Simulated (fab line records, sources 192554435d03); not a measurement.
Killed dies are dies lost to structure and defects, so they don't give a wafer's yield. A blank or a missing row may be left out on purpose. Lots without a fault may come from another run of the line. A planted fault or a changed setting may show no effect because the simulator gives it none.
Problem report in the 8D (eight disciplines) form, filled by code | flow n5_finfet | the parts of the form that need people (team, actions taken, sign-off) are left out

1. THE PROBLEM
cd_nm at N5_ZERO_LAYER_CD_MEAS_11 reads a mean of 1992.1 nm on 4 wafers of 3 lots; wafers without a fault read 1999.7 nm with a standard deviation of 1.4. That is -5.4 standard deviations from the usual mean.
The step: target cd 2000 nm.
First seen on wafer L749.2, day 3 12:40, on cd_sem-02. The record holds 29 wafers of 10 lots with a number at this step. Rule for "out", or "out of limits": more than 4 standard deviations from the usual mean. The other wafers with a number count as sound.

2. WHAT IT IS AND WHAT IT IS NOT
question                    | is                              | is not
which readings at this step | cd_nm                           | -
which lots                  | L749, L750, L756                | L743, L745, L746, L747, L760, L762, L764
which wafers of those lots  | L749.2, L749.4, L750.4, L756.2  | L749.5, L750.3, L756.3, L756.6
read on which gauges        | cd_sem-01, cd_sem-02, cd_sem-03 | -
when                        | from day 3 12:40                | up to then (13 sound wafers); but 12 sound wafers of L750, L756, L760, L762, L764 came after

3. SUSPECTS, AND WHAT RULES EACH OUT
Counting: a tool at a process step up to the reading stays a suspect if it ran every lot that is out. Sound lots after the first of them don't rule it out here, since some wafers of a struck lot are sound.
- the gauge at N5_ZERO_LAYER_CD_MEAS_11: ruled out. The wafers that are out were read on 3 gauges (cd_sem-01, cd_sem-02, cd_sem-03).
- litho_track-02 at N5_ZERO_LAYER_DEVELOP_10 (develop time 60 s): kept. It ran every lot that is out, first L749 (day 3 12:33); its last sound lot up to then is L746 (day 2 18:32).
Left after counting: litho_track-02 at N5_ZERO_LAYER_DEVELOP_10.

4. THE CAUSE (what the simulator had put in)
Process parameter drift: litho_track-02, from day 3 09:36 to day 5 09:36, at N5_ZERO_LAYER_DEVELOP_10. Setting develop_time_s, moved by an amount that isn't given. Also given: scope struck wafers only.
Counting left only this tool.

5. THE CHAIN OF EFFECTS, in route order
Each row: a reading whose mean over the struck wafers that have a number lies more than 3 standard deviations from the usual. Only readings for which the record gives a usual standard deviation are gone through. hours: the time from each lot's start at the first step in this table that gives one to its start at this step, as a median over the lots. sigmas: the change in usual standard deviations.
hours | step                     | reading | usual     | on struck wafers | change | sigmas
0     | N5_ZERO_LAYER_CD_MEAS_11 | cd_nm   | 1999.7 nm | 1992.1           | -7.6   | -5.4
Later measuring or inspecting steps at which every struck wafer that the step has a row for has a number for every such reading, and none has moved that far: N5_ZERO_LAYER_INSPECT_20, N5_WELL_APT_CD_MEAS_08, N5_BEOL_M4_RC_MEAS_101.

6. WHAT WOULD HAVE CAUGHT IT SOONER
In this record the first reading out of limits at a measuring or inspecting step was taken at day 3 12:40, 3 hours after the fault began at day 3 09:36.
Of the lots that are out (3), L750, L756 began N5_ZERO_LAYER_DEVELOP_10 on litho_track-02 after day 3 12:40. A hold on the tool at that time would have spared those 2.
